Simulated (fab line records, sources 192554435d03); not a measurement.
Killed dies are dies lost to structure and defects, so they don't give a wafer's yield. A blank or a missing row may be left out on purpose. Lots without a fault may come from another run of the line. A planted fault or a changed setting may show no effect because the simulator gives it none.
A struck lot beside a sound one | flow n5_finfet | 36 steps out of a route of 1938
Sound: wafers L410.1, L410.3, L410.5. Struck: wafers L413.2, L413.3, L413.5. The cause comes at the end.
At each step with rows: each side's tool, then ch and its chambers, then its first start. Under that, the readings that differ: sound wafers | struck wafers | difference of the means | sigmas: that difference in standard deviations of wafers without a fault.
alike: readings whose means differ by less than 2 such deviations, and words and numbers that are the same on both sides. not compared: withheld readings, readings that some wafer has no value for, bounds like >300 that may hide the same value, and numbers for which the record gives no deviation and whose values overlap.
The two part at a step that has a row with sigmas, a row that says differs or no value, or rows on one side only. Numbers that don't overlap but have no deviation are shown without sigmas and don't part them. A reading that every wafer of one side lacks parts them only if that side has two wafers or more.

first, 9 steps without rows for these wafers: N5_SD_EPI_N_DEVELOP_08 (develop time 30 s); N5_SD_EPI_N_DESCUM_14 (chemistry O2, time 7.9 s); N5_SD_EPI_N_ETCH_34 (etches SiARC in CF4, target depth 45.5 nm, time 75.8 s); N5_SD_EPI_N_ETCH_35 (etches SOC in N2/H2, overetch 108 nm, time 486 s); N5_SD_EPI_N_STRIP_36 (strips in N2/H2); N5_SD_EPI_N_ETCHBACK_44 (etches SiNx in CH3F/O2, stops on SiO2, target depth 14.5 nm); N5_SD_EPI_N_ETCH_45 (etches SiOCN in CH3F/O2, target depth 6 nm); N5_SD_EPI_N_ETCH_16 (etches SiO2 in CHF3/O2, target depth 5 nm); N5_SD_EPI_N_STRIP_47 (strips in CHF3/O2).
N5_SD_EPI_N_SD_RECESS_17: chemistry HBr/Cl2/O2, target depth 41 nm, time 23.7 s, bt time 3 s.
  sound on rie_si-05 ch 1,3, day 6 07:50; struck on rie_si-05 ch 0,1,3, day 7 02:27
  reading                                 | sound             | struck            | difference                    | sigmas
  bias_w (W)                              | 111.8 111.7 112.1 | - - -             | no value on the struck wafers |
  model.Si_of_WELL_APT_EPI_41.thk_nm (nm) | 8.6 8.4 8.8       | 20.4 20.6 21.4    | +12.2                         |
  model.etch.depth_nm (nm)                | 41.04 40.37 41.17 | 28.54 29.05 28.67 | -12.11                        |
  model.SD_EPI_N.feature_depth_nm (nm)    | 41 40.4 41.2      | 28.6 29 28.6      | -12.1                         |
  alike: drypump_motor_current_A, oes_o_777_au, oes_product_au, throttle_valve_pct
  not compared: rf_hours_counter_h
then, 2 steps without rows for these wafers: N5_SD_EPI_N_STRIP_38 (strips in N2/H2); N5_SD_EPI_N_WET_ETCH_43 (etches SiO2 in dHF, time 14 s, target depth 1.5 nm).
N5_SD_EPI_N_STRIP_18: strips in SPM, time 750 s.
  sound on wet_bench-03 ch 1,5,6, day 6 08:02; struck on wet_bench-01 ch 1,4,5, day 7 02:38
  reading                                 | sound     | struck       | difference | sigmas
  model.Si_of_WELL_APT_EPI_41.thk_nm (nm) | 8.2 8 8.4 | 20.2 20.2 21 | +12.3      |
then, 21 steps without rows for these wafers: N5_SD_EPI_N_SRD_20 (time 30 s); N5_SD_EPI_N_PRECLEAN_48 (cleans in NF3:NH3, afs cycles 2, time 20 s, sublimation time 60 s); N5_SD_EPI_N_VAPOR_ETCH_50 (etches Si in HCl, time 54 s); N5_SD_EPI_N_EPI_21 (deposits Si:P, time 690 s); N5_SD_EPI_N_PRECLEAN_24 (cleans in O3/DIW, time 60 s); N5_SD_EPI_N_SRD_25 (time 30 s); N5_SD_EPI_N_PRECLEAN_49 (cleans in NF3:NH3, afs cycles 1, time 20 s, sublimation time 60 s); N5_SD_EPI_N_LINER_46 (material SiNx, target thk 3 nm); N5_SD_EPI_P_COAT_34 (time 60 s, resist thk 350 nm); N5_SD_EPI_P_COAT_35 (time 60 s, resist thk 35 nm); N5_SD_EPI_P_COAT_03 (resist thk 150 nm); N5_SD_EPI_P_EBR_05; N5_SD_EPI_P_SOFTBAKE_04 (time 60 s); N5_SD_EPI_P_EXPOSE_06 (exposes mask SD P BLK, target cd 240 nm); N5_SD_EPI_P_PEB_07 (peb time 60 s); N5_SD_EPI_P_DEVELOP_08 (develop time 30 s); N5_SD_EPI_P_DESCUM_14 (chemistry O2, time 7.9 s); N5_SD_EPI_P_ETCH_36 (etches SiARC in CF4, target depth 45.5 nm, time 75.8 s); N5_SD_EPI_P_ETCH_37 (etches SOC in N2/H2, overetch 108 nm, time 486 s); N5_SD_EPI_P_STRIP_38 (strips in N2/H2); N5_SD_EPI_P_ETCHBACK_46 (etches SiNx in CH3F/O2, stops on SiO2, target depth 17.5 nm).
-- the record jumps here: 7 days lie between the struck wafers' starts before and after (it left off in module SD_EPI_P and takes up again in module BEOL_M4, whose first step shown is number 1111 of the route) --
N5_BEOL_M4_RC_MEAS_101:
  sound on prober-02 ch 0, day 13 18:40; struck on prober-02 ch 0, day 14 10:20
  reading             | sound                      | struck                    | difference | sigmas
  CJ_N                | 4.42 4.33 4.44             | 2.57 2.64 2.58            | -1.80      | -26
  DIBL_N (mV/V)       | 34.8 35.7 36.3             | 33.5 32.3 32.9            | -2.7       | -2
  IOFF_N (nA/um)      | 0.145 0.158 0.171          | 0.096 0.083 0.091         | -0.068     | -4
  IOFF_N_85C (nA/um)  | 2.9 3.1 3.3                | 2.0 1.8 1.9               | -1.2       | -4
  IOFF_N_LIN (nA/um)  | 0.070 0.074 0.078          | 0.049 0.044 0.047         | -0.027     | -4
  IOFF_N_LONG (nA/um) | 5.46e-05 5.43e-05 5.47e-05 | 4.59e-05 4.6e-05 4.57e-05 | -8.67e-06  | -3
  IOFF_P (nA/um)      | 0.209 0.227 0.227          | 0.184 0.158 0.169         | -0.051     | -2
  ION_N (uA/um)       | 676 675 664                | 573 572 572               | -99        | -12
  REXT_N (ohm.um)     | 77.2 77.7 78.4             | 84.1 84.3 84.8            | +6.6       | +4
  VT_N (mV)           | 249.8 249.3 248.0          | 256.9 262.5 260.0         | +10.8      | +4
  VT_N_LVT (mV)       | 99.8 99.1 97.4             | 106.9 108.8 106.7         | +8.7       | +3
  VT_P (mV)           | -250 -249 -247             | -254 -256 -256            | -7         | -2
  alike: DIBL_P, ION_P, SS_N, SS_P
-- the record jumps here: 4 days lie between the struck wafers' starts before and after (it left off in module BEOL_M4 and takes up again in module PASSIVATION, whose first step shown is number 1936 of the route) --
N5_PASSIVATION_PROBE_49:
  sound on prober-01, day 18 06:34; struck on prober-01, day 18 21:53
  reading              | sound          | struck            | difference | sigmas
  sort_bin_8_speed (%) | 0 0 0          | 92.63 91.95 93.56 | +92.71     | +99 or more
  sort_n_pass          | 1101 1065 1108 | 0 0 0             | -1091      | -64
  sort_yield_pct (%)   | 93.3 90.3 93.9 | 0 0 0             | -92        | -66
  alike: defect_limited_yield, killed_at_M0_to_M3, killed_at_M4_up, killed_at_contacts, killed_at_front_end, killed_at_other, killed_dies, killed_on_rim, killed_open, killed_short, sort_bin_5_function, sort_bin_6_memory

WHERE THEY PART
First at N5_SD_EPI_N_SD_RECESS_17; last, within this record, at N5_PASSIVATION_PROBE_49.

WHY: what the simulator had put in
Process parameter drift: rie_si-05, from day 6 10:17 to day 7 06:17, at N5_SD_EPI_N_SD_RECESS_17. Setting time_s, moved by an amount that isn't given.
